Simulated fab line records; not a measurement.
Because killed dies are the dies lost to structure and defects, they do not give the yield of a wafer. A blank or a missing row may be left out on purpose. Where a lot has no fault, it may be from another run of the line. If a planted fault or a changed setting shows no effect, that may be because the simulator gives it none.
Chamber matching + flow nand harc + NHARC_A_WL_FILL_ALD_00 on ald hk-01: 4 sister chambers
The step deposits Al2O3, target thk 3 nm, pulse time 3 s, ald cycles 30. 4 wafers are shown with their chamber, then 7 later ones without.

WAFERS WITH THEIR CHAMBER
| wafer  | chamber | heater power w (W) |
|--------|---------|--------------------|
| L089.1 | 2       | 504                |
| L089.2 | 1       | 482                |
| L091.1 | 0       | 406                |
| L091.3 | 3       | 506                |

WAFERS WITH NO CHAMBER GIVEN
| wafer  | heater power w (W) |
|--------|--------------------|
| L091.4 | 498                |
| L096.3 | 482                |
| L096.4 | 509                |
| L096.5 | 496                |
| L097.1 | 500                |
| L097.4 | 398                |
| L097.5 | 396                |

WHICH CHAMBER EACH WENT THROUGH
| wafer  | from the rows above          | in truth |
|--------|------------------------------|----------|
| L091.4 | can't be placed: 2 or 3 or 1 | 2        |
| L096.3 | 1                            | 1        |
| L096.4 | can't be placed: 3 or 2      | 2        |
| L096.5 | can't be placed: 2 or 3 or 1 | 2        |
| L097.1 | can't be placed: 2 or 3      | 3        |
| L097.4 | 0                            | 0        |
| L097.5 | 0                            | 0        |
Correctly placed: 3 of 7. Can't be placed from these rows: 4 (the true chamber is among the candidates in 4). Wrongly placed: 0.
How it was worked out, from the rows above alone: a wafer's distance from a chamber is the root of the sum, over the readings, of the square of ((its reading less the chamber's mean) divided by the reading's scatter). If the next closest chamber is less than 2 further off than the closest, the wafer can't be placed; otherwise it belongs to the closest. The mean given for a chamber averages the wafers shown for that chamber. The scatter: root of mean squared gap, hidden wafer to nearest shown wafer, with one shown wafer a chamber.
